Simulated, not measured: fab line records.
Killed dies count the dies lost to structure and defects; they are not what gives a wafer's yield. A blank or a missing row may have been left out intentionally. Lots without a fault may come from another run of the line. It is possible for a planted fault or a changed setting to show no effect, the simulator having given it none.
A struck lot beside a sound one | flow nand_harc | 15 out of 1159 route steps
Sound: these wafers, L769.1, L769.2, L769.6. Struck: wafers L779.1, L779.3. (L779.5 of the same lot was not struck and is left out.) The cause comes at the end.
Each step with rows lists, per side, the tool, then ch with its chambers, then its first start. Under that, the readings that differ: sound wafers | struck wafers | difference of the means | sigmas: that difference in standard deviations of wafers without a fault.
alike: same words and numbers on both sides, and readings whose means sit less than 2 such deviations apart. not compared: any withheld reading, any reading some wafer has no value for, any bound like >300 that may hide the same value, and any number with overlapping values for which the record gives no deviation.
Wherever a step has rows on one side only, a row that says differs or no value, or a row with sigmas, the two part there. Non-overlapping numbers with no deviation appear without sigmas and do not part them. Lack of a reading on every wafer of one side parts them only where that side has two or more wafers.

first, 9 steps without rows for these wafers: NHARC_THIN_TSV_PVD_24 (deposits Al, target thk 800 nm); NHARC_THIN_TSV_DEHYDRATE_25 (time 120 s); NHARC_THIN_TSV_HMDS_26 (time 30 s); NHARC_THIN_TSV_COAT_27; NHARC_THIN_TSV_SOFTBAKE_28 (time 95 s); NHARC_THIN_TSV_EBR_29; NHARC_THIN_TSV_EXPOSE_30 (exposes mask PAD); NHARC_THIN_TSV_PEB_31 (peb time 85 s); NHARC_THIN_TSV_DEVELOP_32 (time 70 s).
NHARC_THIN_TSV_CD_MEAS_33: target cd 5000 nm.
  sound on cd_sem-03 ch 0, day 19 08:34; struck on cd_sem-01 ch 0, day 21 08:34
  alike: cd_nm
then, 1 step without rows for these wafers: NHARC_THIN_TSV_HARDBAKE_34 (time 80 s).
NHARC_THIN_TSV_DESCUM_35: chemistry O2, time 3 s.
  sound on rie_diel-07 ch 1,2,3, day 19 08:44; struck on rie_diel-13 ch 0,3, day 21 08:44
  alike: drypump_motor_current_A, oes_product_au, rf_vpp_V, showerhead_plenum_p_Torr, throttle_valve_pct
  not compared: rf_hours_counter_h
NHARC_THIN_TSV_ETCH_59: etches the open film in Cl2/BCl3, target depth 880 nm, time 138.1 s.
  sound on rie_metal-03 ch 0,1, day 19 08:52; struck on rie_metal-03 ch 0,1, day 21 08:53
  reading               | sound             | struck      | difference | sigmas
  oes_product_au (a.u.) | 0.995 1.020 1.014 | 0.919 0.936 | -0.082     | -7
  alike: drypump_motor_current_A, he_backside_leak_sccm, throttle_valve_pct
  not compared: rf_hours_counter_h
NHARC_THIN_TSV_ETCH_36: etches the open film in Cl2/BCl3, target depth 65 nm, time 18.571 s.
  sound on rie_metal-03 ch 0,1, day 19 09:07; struck on rie_metal-03 ch 0, day 21 09:07
  alike: drypump_motor_current_A, he_backside_leak_sccm, oes_product_au
  not compared: rf_hours_counter_h
following that, these wafers have no rows for 1 step: NHARC_END_SORT_01.

== WHERE THEY PART ==
Within this record, at NHARC_THIN_TSV_ETCH_59 only. Later steps at which nothing parts them and some readings are alike: NHARC_THIN_TSV_ETCH_36.

WHY: the cause the simulator had injected
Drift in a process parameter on rie_metal-03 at NHARC_THIN_TSV_ETCH_59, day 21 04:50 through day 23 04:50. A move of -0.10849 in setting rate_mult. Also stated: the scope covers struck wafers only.
